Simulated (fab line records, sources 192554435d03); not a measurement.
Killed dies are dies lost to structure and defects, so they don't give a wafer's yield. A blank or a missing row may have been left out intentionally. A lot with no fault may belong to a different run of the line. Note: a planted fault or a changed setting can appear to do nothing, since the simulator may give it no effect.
Problem report, 8D (eight disciplines) form, completed by code || flow n5_finfet || the parts of the form that need people (team, actions taken, sign-off) are left out

== 1. THE ISSUE ==
A mean of 3281.5 s is read at N5_MOL_CONTACT_COAG_ALD_27 for run_length_s, taken on 1 wafer of 1 lot, against 2769.7 s (standard deviation 0.53) on wafers free of any fault. That is +99 or more standard deviations from the usual mean.
The step: deposits SiOC, target thk 17 nm, pulse time 1.5 s, time 2720 s.
Seen first at day 8 11:26 on ald_sin-04, wafer L283.4. Wafers with a number at this step in the record: 35, from 12 lots. Rule for "out", or "out of limits": more than 4 standard deviations from the usual mean. All remaining wafers that have a number are taken as sound.

== 2. WHAT IT IS, WHAT IT ISN'T ==
{"question": "which readings at this step", "is": "run_length_s", "is not": "heater_power_outer_w, heater_power_w, precursor_pulse_height_rel"}
{"question": "which lots", "is": "L283", "is not": "L269, L271, L273, L274, L275, L277, L279, L281, L289, L291, L292"}
{"question": "which wafers of those lots", "is": "L283.4", "is not": "L283.1, L283.5"}
{"question": "read on which tools", "is": "ald_sin-04", "is not": "ald_sin-02, ald_sin-03"}
{"question": "when", "is": "from day 8 11:26", "is not": "up to then (25 sound wafers); but 9 sound wafers of L289, L291, L292 came after"}

== 3. SUSPECTS, AND WHAT RULES EACH OUT ==
Counting: any tool at a process step up to the reading remains a suspect provided it ran every lot that is out. Sound lots after the first of them don't rule it out here, since some wafers of a struck lot are sound.
- pvd_sputter-03 at N5_MOL_CONTACT_COAG_TI_SIL_19 (material Ti, target thk 4.2 nm, time 15 s): kept. The lot that is out, L283, ran on it at day 8 06:02; the last sound lot it ran before that was L277, at day 6 19:47.
- ald_sin-04 at N5_MOL_CONTACT_COAG_ALD_27 (deposits SiOC, target thk 17 nm, pulse time 1.5 s, time 2720 s): kept. The lot that is out, L283, ran on it at day 8 11:26; the last sound lot it ran before that was L274, at day 6 06:34. On those wafers its own readings are out: run_length_s.
- At N5_MOL_CONTACT_COAG_ALD_27, inside ald_sin-04: chamber 2 took the wafers that are out, while their sound lot-mates went through chambers 1, 3.
The count leaves ald_sin-04 at N5_MOL_CONTACT_COAG_ALD_27 and pvd_sputter-03 at N5_MOL_CONTACT_COAG_TI_SIL_19.

== 4. THE CAUSE (what the simulator had put in) ==
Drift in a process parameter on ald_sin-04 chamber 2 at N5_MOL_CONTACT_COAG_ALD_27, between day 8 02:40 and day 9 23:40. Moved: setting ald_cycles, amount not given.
Counting leaves 2 suspects; this tool is one of them.

== 5. SEQUENCE OF EFFECTS, ordered by route ==
Each row: a reading whose mean over the struck wafers that have a number lies more than 3 standard deviations from the usual. Readings are gone through only where the record gives a usual standard deviation; hours: the median, over the lots, of the time from a lot's start at the first step in this table giving one to that lot's start at this step; sigmas: the change measured in usual standard deviations.
{"hours": 0, "step": "N5_MOL_CONTACT_COAG_ALD_27", "reading": "run_length_s", "usual": "2769.7 s", "on struck wafers": 3281.5, "change": "+511.8", "sigmas": "+99 or more"}
Its process steps:
- N5_MOL_CONTACT_COAG_ALD_27: deposits SiOC, target thk 17 nm, pulse time 1.5 s, time 2720 s.
Later measuring or inspecting steps at which every struck wafer that the step has a row for has a number for every such reading, and none has moved that far: N5_MOL_CONTACT_COAG_THK_MEAS_29.

== 6. WHAT WOULD HAVE CAUGHT IT SOONER ==
In this record no reading fell out of limits until day 8 11:26, 9 hours after the fault had begun at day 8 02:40.
